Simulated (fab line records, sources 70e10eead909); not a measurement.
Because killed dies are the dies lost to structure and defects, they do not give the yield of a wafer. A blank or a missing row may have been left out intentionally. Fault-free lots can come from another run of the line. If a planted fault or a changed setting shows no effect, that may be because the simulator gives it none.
A lot that was struck, set against a sound lot :: flow nand_harc :: 43 steps out of a route of 1302
Sound: wafers L143.2, L143.5, L143.6. Struck: wafers L156.2, L156.5. (L156.6 of the same lot was not struck and is left out.) The cause comes at the end.
For every step that has rows: the tool of each side, followed by ch and its chambers, followed by its first start. Under that, the readings that differ: sound wafers :: struck wafers :: difference of the means :: sigmas: that difference in standard deviations of wafers without a fault.
alike: same words and numbers on both sides, and readings whose means sit less than 2 such deviations apart. not compared: any withheld reading, any reading some wafer has no value for, any bound like >300 that may hide the same value, and any number with overlapping values for which the record gives no deviation.
The two part at a step that has a row with sigmas, a row that says differs or no value, or rows on one side only. When numbers do not overlap yet have no deviation, they are printed without sigmas and do not part them. Lack of a reading on every wafer of one side parts them only where that side has two or more wafers.

first, 7 steps without rows for these wafers: NHARC_A_CONTACT_COAT_62 (time 65 s); NHARC_A_CONTACT_COAT_63 (resist thk 90 nm); NHARC_A_CONTACT_SOFTBAKE_64 (time 55 s); NHARC_A_CONTACT_EBR_65; NHARC_A_CONTACT_EXPOSE_66 (exposes mask A CC 2); NHARC_A_CONTACT_PEB_67 (peb time 65 s); NHARC_A_CONTACT_DEVELOP_68 (develop time 35 s).
NHARC_A_CONTACT_CD_MEAS_69: target cd 300 nm.
  sound on cd_sem-03 ch 0, day 22 00:21; struck on cd_sem-03 ch 0, day 27 09:26
reading: cd_nm (nm)
sound: 299.7 299.3 299.6
struck: 301.5 301.1
difference: +1.8
sigmas: +3
NHARC_A_CONTACT_OVL_MEAS_70:
  sound on overlay-02 at day 22 00:26; struck on overlay-02 at day 27 09:33
  alike: overlay_x_nm, overlay_y_nm
NHARC_A_CONTACT_INSPECT_71:
  sound on defect_inspect-01 at day 22 00:29; struck on defect_inspect-02 at day 27 09:35
  alike: raw_defect_count
then, 2 steps without rows for these wafers: NHARC_A_CONTACT_DESCUM_74 (chemistry O2, time 3 s); NHARC_A_CONTACT_ETCH_75 (etches the open film in CF4, target depth 39 nm, time 65 s).
NHARC_A_CONTACT_ETCH_76: etches the open film in N2/H2, target depth 260 nm, time 475.3 s.
  sound on rie_diel-06 ch 0,1, day 22 00:47; struck on rie_diel-06 ch 2, day 27 09:51
  alike: bias_w, drypump_motor_current_A, mfc_ar_sccm, oes_product_au, rf_vpp_V, showerhead_plenum_p_Torr, throttle_valve_pct
  not compared: rf_hours_counter_h
NHARC_A_CONTACT_ETCH_77: etches the open film in CF4/CHF3, target depth 108.9 nm, time 54.5 s.
  sound on rie_diel-06 ch 1,2; struck on rie_diel-06 ch 0,3
  alike: bias_w, drypump_motor_current_A, mfc_ar_sccm, oes_product_au, rf_vpp_V, showerhead_plenum_p_Torr, throttle_valve_pct
  not compared: rf_hours_counter_h
then, 3 steps without rows for these wafers: NHARC_A_CONTACT_ETCH_78 (etches the open film in O2/COS, target depth 5300 nm, time 1378 s); NHARC_A_CONTACT_ETCH_124 (etches the open film in C4F8/O2/Ar, time 140 s, target depth 700 nm); NHARC_A_CONTACT_ETCH_125 (etches the open film in C4F8/O2/Ar, time 197 s, target depth 1918 nm).
NHARC_A_CONTACT_ETCH_126: etches the open film in C4F8/O2/Ar, time 197 s, target depth 1918 nm.
  sound on har_cap_etch-02 ch 0,1, day 22 02:46; struck on har_cap_etch-02 ch 1, day 27 11:45
  not compared: rf_hours_counter_h
then, 6 steps without rows for these wafers: NHARC_A_CONTACT_ETCH_127 (etches the open film in C4F8/O2/Ar, time 197 s, target depth 1918 nm); NHARC_A_CONTACT_ETCH_128 (etches the open film in C4F8/O2/Ar, time 197 s, target depth 1918 nm); NHARC_A_CONTACT_ETCH_129 (etches the open film in C4F8/O2/Ar, time 197 s, target depth 1918 nm); NHARC_A_CONTACT_ETCH_130 (etches the open film in C4F8/O2/Ar, time 197 s, target depth 1918 nm); NHARC_A_CONTACT_ETCH_131 (etches the open film in C4F8/O2/Ar, time 197 s, target depth 1918 nm); NHARC_A_CONTACT_ETCH_132 (etches the open film in C4F8/O2/Ar, time 197 s, target depth 1924 nm).
NHARC_A_CONTACT_ETCH_133: etches the open film in C4F8/O2/Ar, time 374 s, target depth 1610 nm.
  sound on har_cap_etch-02 ch 0,1, day 22 03:59; struck on har_cap_etch-02 ch 1, day 27 13:08
  not compared: rf_hours_counter_h
then, 2 steps without rows for these wafers: NHARC_A_CONTACT_ETCH_91 (etches the open film in CH3F/O2, target depth 40 nm, time 85.7 s); NHARC_A_CONTACT_ETCH_97 (etches the open film in C4F6/O2, target depth 20 nm, time 10 s).
NHARC_A_CONTACT_CD_MEAS_80:
  sound on cd_sem-02 at day 22 05:02; struck on cd_sem-01 at day 27 14:04
  alike: cd_nm
then, 3 steps without rows for these wafers: NHARC_A_CONTACT_STRIP_103 (strips in N2/H2); NHARC_A_CONTACT_STRIP_104 (strips in CF4/CHF3); NHARC_A_CONTACT_STRIP_105 (strips in O2/COS).
NHARC_A_CONTACT_ETCH_106: etches the open film in CF4/O2, target depth 90 nm, overetch 9 nm, time 49.5 s.
  sound on rie_diel-01 ch 0,2,3, day 22 05:20; struck on rie_diel-06 ch 0,1, day 27 14:22
  alike: bias_w, drypump_motor_current_A, mfc_ar_sccm, oes_product_au, rf_vpp_V, showerhead_plenum_p_Torr, throttle_valve_pct
  not compared: rf_hours_counter_h
then, 2 steps without rows for these wafers: NHARC_A_CONTACT_STRIP_82 (strips in O2); NHARC_A_CONTACT_STRIP_83 (strips in post etch residue remover, time 600 s).
NHARC_A_CONTACT_DEP_84: deposits aC, target thk 2800 nm.
  sound on acl_dep-01 ch 0, day 22 06:16; struck on acl_dep-03 ch 0, day 27 21:08
reading: throttle_valve_pct (%)
sound: 35.003 35.006 34.993
struck: 35.018 35.026
difference: +0.021
sigmas: +2
then, 7 steps without rows for these wafers: NHARC_A_CONTACT_DEP_85 (deposits SiON, target thk 60 nm); NHARC_A_CONTACT_DEHYDRATE_00 (time 120 s); NHARC_A_CONTACT_HMDS_01 (time 30 s); NHARC_A_CONTACT_COAT_86 (time 75 s); NHARC_A_CONTACT_COAT_87 (time 65 s); NHARC_A_CONTACT_COAT_02 (resist thk 90 nm); NHARC_A_CONTACT_SOFTBAKE_03 (time 55 s).
-- record jumps: 2 days between struck wafers' starts before vs after; left off in module A_CONTACT, resumes in module END, first step shown is number 1302 of the route --
NHARC_END_SORT_01:
  sound on prober-01 ch 0, day 24 11:04; struck on prober-01 ch 0, day 30 01:03
reading: killed_at_array
sound: 47 42 46
struck: 159 133
difference: +101
sigmas: +5

reading: killed_at_other
sound: 0 0 0
struck: 1 4
difference: +2
sigmas: +2

reading: killed_dies
sound: 50 42 49
struck: 162 137
difference: +102
sigmas: +6
  alike: killed_at_periphery, killed_open, killed_short

== WHERE THEY PART ==
At NHARC_A_CONTACT_CD_MEAS_69 first; at NHARC_END_SORT_01 last (within this record only).

WHY: what had been put in by the simulator
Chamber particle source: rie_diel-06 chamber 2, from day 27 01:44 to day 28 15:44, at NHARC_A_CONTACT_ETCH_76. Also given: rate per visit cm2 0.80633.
